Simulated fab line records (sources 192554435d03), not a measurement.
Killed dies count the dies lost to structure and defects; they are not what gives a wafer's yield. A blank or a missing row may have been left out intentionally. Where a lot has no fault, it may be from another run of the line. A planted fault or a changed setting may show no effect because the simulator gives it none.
Chamber matching + flow n5 finfet + N5_BEOL_M3_DESCUM_33 on rie diel-04: 4 sister chambers
The step chemistry O2, time 7 s. 18 wafers are shown with their chamber, then 9 later ones without.

## WAFERS WITH THEIR CHAMBER
| wafer  | chamber | showerhead plenum p Torr (Torr) | drypump motor current A (A) | throttle valve pct (%) |
|--------|---------|---------------------------------|-----------------------------|------------------------|
| L077.1 | 2       | 2.05                            | 5.7                         | 20.58                  |
| L077.2 | 1       | 2.18                            | 6.1                         | 20.28                  |
| L077.5 | 3       | 2.07                            | 5.9                         | 20.60                  |
| L078.2 | 3       | 2.07                            | 5.8                         | 20.63                  |
| L078.4 | 1       | 2.18                            | 6.1                         | 20.29                  |
| L078.6 | 1       | 2.18                            | 6.1                         | 20.30                  |
| L079.3 | 0       | 2.07                            | 5.6                         | 20.72                  |
| L079.4 | 3       | 2.07                            | 5.8                         | 20.61                  |
| L079.6 | 0       | 2.07                            | 5.6                         | 20.73                  |
| L082.2 | 1       | 2.18                            | 6.1                         | 20.29                  |
| L082.4 | 0       | 2.07                            | 5.6                         | 20.73                  |
| L082.6 | 3       | 2.07                            | 5.8                         | 20.63                  |
| L085.1 | 0       | 2.07                            | 5.6                         | 20.76                  |
| L085.3 | 1       | 2.17                            | 6.1                         | 20.30                  |
| L085.5 | 1       | 2.17                            | 6.1                         | 20.31                  |
| L086.2 | 1       | 2.17                            | 6.1                         | 20.32                  |
| L086.3 | 0       | 2.07                            | 5.6                         | 20.75                  |
| L086.6 | 3       | 2.07                            | 5.8                         | 20.64                  |

SIGNATURES (averages over the wafers above)
| reading                  | chamber 0 | chamber 1 | chamber 2 | chamber 3 | scatter within a chamber |
|--------------------------|-----------|-----------|-----------|-----------|--------------------------|
| showerhead plenum p Torr | 2.0700    | 2.1757    | 2.0500    | 2.0700    | 0.0035                   |
| drypump motor current A  | 5.600     | 6.100     | 5.700     | 5.820     | 0.0239                   |
| throttle valve pct       | 20.7380   | 20.2986   | 20.5800   | 20.6220   | 0.0152                   |
Rule: a wafer lies at a distance from a chamber equal to the root of the sum of squares, over the readings, of (its reading less the chamber's mean, divided by the reading's scatter). If the next closest chamber is less than 2 further off than the closest, the wafer can't be placed; otherwise it belongs to the closest. The scatter is the square root of a quotient: the sum, over the shown wafers, of each reading's squared deviation from its chamber's mean, divided by wafers minus chambers.

## WAFERS WITHOUT THEIR CHAMBER
| wafer  | showerhead plenum p Torr (Torr) | drypump motor current A (A) | throttle valve pct (%) |
|--------|---------------------------------|-----------------------------|------------------------|
| L087.1 | 2.05                            | 5.7                         | 20.23                  |
| L087.3 | 2.07                            | 5.8                         | 20.64                  |
| L087.6 | 2.07                            | 5.6                         | 20.77                  |
| L092.1 | 2.06                            | 5.6                         | 20.77                  |
| L092.2 | 2.17                            | 6.1                         | 20.33                  |
| L092.4 | 2.04                            | 5.7                         | 20.24                  |
| L096.1 | 2.06                            | 5.8                         | 20.66                  |
| L096.4 | 2.16                            | 6.1                         | 20.34                  |
| L096.5 | 2.06                            | 5.8                         | 20.65                  |

## EACH ONE'S CHAMBER
| wafer  | from the rows above | in truth |
|--------|---------------------|----------|
| L087.1 | 2                   | 2        |
| L087.3 | 3                   | 3        |
| L087.6 | 0                   | 0        |
| L092.1 | 0                   | 0        |
| L092.2 | 1                   | 1        |
| L092.4 | 2                   | 2        |
| L096.1 | 3                   | 3        |
| L096.4 | 1                   | 1        |
| L096.5 | 3                   | 3        |
Correctly placed: 9 of 9. Not placeable from these rows: 0. Number placed wrongly: 0.
